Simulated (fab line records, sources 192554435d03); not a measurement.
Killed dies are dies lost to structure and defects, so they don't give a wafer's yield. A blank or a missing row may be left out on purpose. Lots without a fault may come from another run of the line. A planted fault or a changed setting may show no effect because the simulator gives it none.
Chamber matching | flow n5_finfet | N5_BEOL_M1_ETCH_70 on rie_diel-03: 4 sister chambers
The step etches SOC in N2/H2, target depth 80 nm, overetch 16 nm, time 120 s. 4 wafers are shown with their chamber, then 7 later ones without.

WAFERS WITH THEIR CHAMBER
wafer  | chamber | showerhead_plenum_p_Torr (Torr)
L087.4 | 1       | 2.44
L088.4 | 2       | 2.59
L088.5 | 0       | 2.62
L089.5 | 3       | 2.53

WAFERS WITHOUT THEIR CHAMBER
wafer  | showerhead_plenum_p_Torr (Torr)
L089.6 | 2.59
L094.2 | 2.52
L094.4 | 2.61
L094.5 | 2.43
L096.1 | 2.61
L096.4 | 2.43
L096.5 | 2.43

WHICH CHAMBER EACH WENT THROUGH
wafer  | from the rows above     | in truth
L089.6 | 2                       | 2
L094.2 | 3                       | 3
L094.4 | can't be placed: 0 or 2 | 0
L094.5 | 1                       | 1
L096.1 | can't be placed: 0 or 2 | 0
L096.4 | 1                       | 1
L096.5 | 1                       | 1
Placed correctly: 5 of 7. Can't be placed from these rows: 2 (the true chamber is among the candidates in 2). Placed wrongly: 0.
How it was worked out, from the rows above alone: a wafer's distance from a chamber is the root of the sum, over the readings, of the square of ((its reading less the chamber's mean) divided by the reading's scatter). The wafer belongs to the nearest chamber; if the next one is less than 2 further off, it can't be placed. A chamber's mean is the mean of its shown wafers. The scatter: with one shown wafer a chamber, the root of the mean of the squares of how far each hidden wafer lies from its nearest shown one.
